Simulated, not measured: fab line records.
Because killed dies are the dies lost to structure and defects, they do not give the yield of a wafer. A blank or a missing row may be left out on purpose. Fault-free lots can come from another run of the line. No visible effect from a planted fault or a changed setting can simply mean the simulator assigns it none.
What tool caused it? -- flow nandHarc -- Sampling: 12 lots, 36 wafers, 5 of 1159 route steps

== WHAT EACH GAUGE READ, for each wafer ==
NHARC_A_ONON_D1_THK_MEAS_14: measures by ellipsometry.
lot,measured,on,thkNm (nm)
L589,day 7 19:10,filmMetro-02,995 992 992
L590,day 7 19:10,filmMetro-01,1002 1000 1003
L592,day 8 07:42,filmMetro-02,988 990 989
L591,day 8 15:01,filmMetro-02,1022 1021 1021
L594,day 8 19:29,filmMetro-02,978 982 980
L596,day 9 11:00,filmMetro-02,998 997 996
L605,day 11 15:59,filmMetro-01,1016 1013 1014
L604,day 11 16:01,filmMetro-02,1002 999 1002
L608,day 12 01:08,filmMetro-01,1010 1009 1008
L610,day 12 17:52,filmMetro-01,992 993 991
L609,day 12 17:52,filmMetro-02,998 997 1000
L612,day 13 09:56,filmMetro-01,1004 1003 1003

NHARC_A_CHANNEL_HOLE_D1_INSPECT_12.
lot,measured,on,rawDefectCount
L589,day 8 13:24,defectInspect-01,3 8 3
L590,day 8 12:20,defectInspect-01,1 3 2
L592,day 8 21:18,defectInspect-02,1 8 4
L591,day 9 03:58,defectInspect-01,5 7 7
L594,day 9 08:09,defectInspect-02,5 3 5
L596,day 9 23:37,defectInspect-02,3 5 4
L605,day 12 08:26,defectInspect-02,8 6 7
L604,day 12 08:17,defectInspect-02,4 3 7
L608,day 12 17:27,defectInspect-02,7 9 3
L610,day 13 07:10,defectInspect-02,5 4 4
L609,day 13 06:47,defectInspect-02,8 7 2
L612,day 14 01:02,defectInspect-01,0 8 9

NHARC_END_SORT_01.
lot,measured,on,killedAtArray,killedAtOther,killedAtPeriphery,killedDies,killedOpen,killedShort
L594,day 20 10:45,prober-02,673 667 672,0 2 0,4 8 5,677 677 677,3 6 2,3 1 2
L596,day 21 22:19,prober-01,674 673 674,0 1 2,3 3 1,677 677 677,1 3 3,4 1 1

== WHAT TOOL EACH LOT RAN ON (gives the tool, then ch and the chambers of the sampled wafers, and finally the start) ==
lot,NHARC_A_CHANNEL_HOLE_D1_ETCH_16,NHARC_A_CHANNEL_HOLE_D1_STRIP_27
L589,"rieDiel-08 ch 0,1,3, day 8 13:59","rieDiel-01 ch 0,1,2, no start"
L590,"rieDiel-08 ch 0,2,3, day 8 12:59","rieDiel-10 ch 1,2, no start"
L592,"rieDiel-10 ch 0,1, day 8 21:56","rieDiel-08 ch 1,2,3, no start"
L591,"rieDiel-10 ch 0,1,2, day 9 04:40","rieDiel-01 ch 0,1,2, no start"
L594,"rieDiel-10 ch 2,3, day 9 08:47","rieDiel-08 ch 2,3, day 20 10:45 or earlier"
L596,"rieDiel-08 ch 1,2, day 10 00:22","rieDiel-01 ch 0,1, day 21 22:19 or earlier"
L605,"rieDiel-01 ch 0,2, day 12 09:01","rieDiel-10 ch 0,2, no start"
L604,"rieDiel-10 ch 0,1,2, day 12 08:52","rieDiel-08 ch 2,3, no start"
L608,"rieDiel-08 ch 1,2, day 12 18:07","rieDiel-08 ch 0,1, no start"
L610,"rieDiel-01 ch 0,1,2, day 13 07:49","rieDiel-08 ch 1,2,3, no start"
L609,"rieDiel-08 ch 1,2,3, day 13 07:22","rieDiel-01 ch 0,2,3, no start"
L612,"rieDiel-01 ch 0,2,3, day 14 01:44","rieDiel-10 ch 0,2,3, no start"
- NHARC_A_CHANNEL_HOLE_D1_ETCH_16: etches the open film in O2/COS, target depth 3100 nm, time 806 s.
- NHARC_A_CHANNEL_HOLE_D1_STRIP_27: strips in O2.

== WHAT THE TOOLS THEMSELVES READ (means of the sampled wafers that have a number; where no wafer has one, the mark that the record gives instead) ==
NHARC_A_CHANNEL_HOLE_D1_ETCH_16.
lot,tool,biasW (W),chamberPressureMTorr (mTorr),drypumpMotorCurrentA (A),oesProductAu (a.u.),rfVppV (V),showerheadPlenumPTorr (Torr),throttleValvePct (%)
L589,rieDiel-08,300.3,20.004,5.9,0.999,314.3,3.15,28.334
L590,rieDiel-08,300.6,20.003,6.1,0.993,315.1,3.13,28.335
L592,rieDiel-10,299.5,20.003,5.2,1.000,315.5,3.25,28.333
L591,rieDiel-10,300.4,19.999,5.5,1.006,315.0,3.19,28.329
L594,rieDiel-10,-,-,-,-,-,-,-
L596,rieDiel-08,-,-,-,-,-,-,-
L605,rieDiel-01,300.0,20.010,6.1,0.997,314.5,3.15,28.324
L604,rieDiel-10,300.1,20.001,5.5,1.007,314.8,3.18,28.325
L608,rieDiel-08,300.1,20.006,5.9,1.007,312.1,2.96,28.329
L610,rieDiel-01,299.5,20.002,5.8,0.996,314.0,3.10,28.327
L609,rieDiel-08,300.5,20.004,6.0,1.001,312.6,3.03,28.332
L612,rieDiel-01,300.3,19.996,5.8,1.008,314.2,3.11,28.323

NHARC_A_CHANNEL_HOLE_D1_STRIP_27.
lot,tool,drypumpMotorCurrentA (A),oesProductAu (a.u.),rfVppV (V),showerheadPlenumPTorr (Torr),throttleValvePct (%)
L589,rieDiel-01,5.8,0.997,58.2,3.51,17.029
L590,rieDiel-10,5.4,1.008,58.0,3.69,17.033
L592,rieDiel-08,6.0,1.006,56.1,3.43,17.041
L591,rieDiel-01,5.8,1.005,58.8,3.51,17.040
L594,rieDiel-08,6.3,1.008,57.0,3.49,17.032
L596,rieDiel-01,5.4,0.998,57.4,3.46,17.042
L605,rieDiel-10,5.7,0.991,57.7,3.54,17.043
L604,rieDiel-08,6.3,0.996,57.0,3.40,17.040
L608,rieDiel-08,5.7,1.020,58.0,3.59,17.040
L610,rieDiel-08,6.0,1.006,58.0,3.43,17.031
L609,rieDiel-01,5.8,1.002,58.3,3.52,17.029
L612,rieDiel-10,5.9,1.009,58.0,3.52,17.036

== THE ANSWER, worked out from the rows above alone ==
Rule: the usual values come from the lots themselves. Put in order of their means at a reading, lots are off if they are a third of the lots or fewer, leave a main group of 4 or more, and stand apart from it by a gap of 3 or more times the standard deviation of the main group's means; of several such gaps the widest counts. If all means in a main group match to the digits the tables above print for the reading, that group is not used. Also off: a lot with no number at a reading for which 4 or more lots have one. Any other lot the step has rows for is counted as sound. The gauges are gone through in route order, then the tools' own readings, and for those a lot's mean is taken as printed above. The first step at which some lot is off is used, and at that step the reading that is off furthest; a lot without a number counts as furthest.
Off, at NHARC_A_CHANNEL_HOLE_D1_ETCH_16 on biasW: L594, L596. Without a number there: L594, L596. The main group: mean 300.1 W, standard deviation 0.36.
A tool fits if, at that step or a process step before it, it ran every lot that is off, and no sound lot after the first of them. Not one of the candidates tried fits.

== WHAT THE SIMULATOR HAD PUT IN ==
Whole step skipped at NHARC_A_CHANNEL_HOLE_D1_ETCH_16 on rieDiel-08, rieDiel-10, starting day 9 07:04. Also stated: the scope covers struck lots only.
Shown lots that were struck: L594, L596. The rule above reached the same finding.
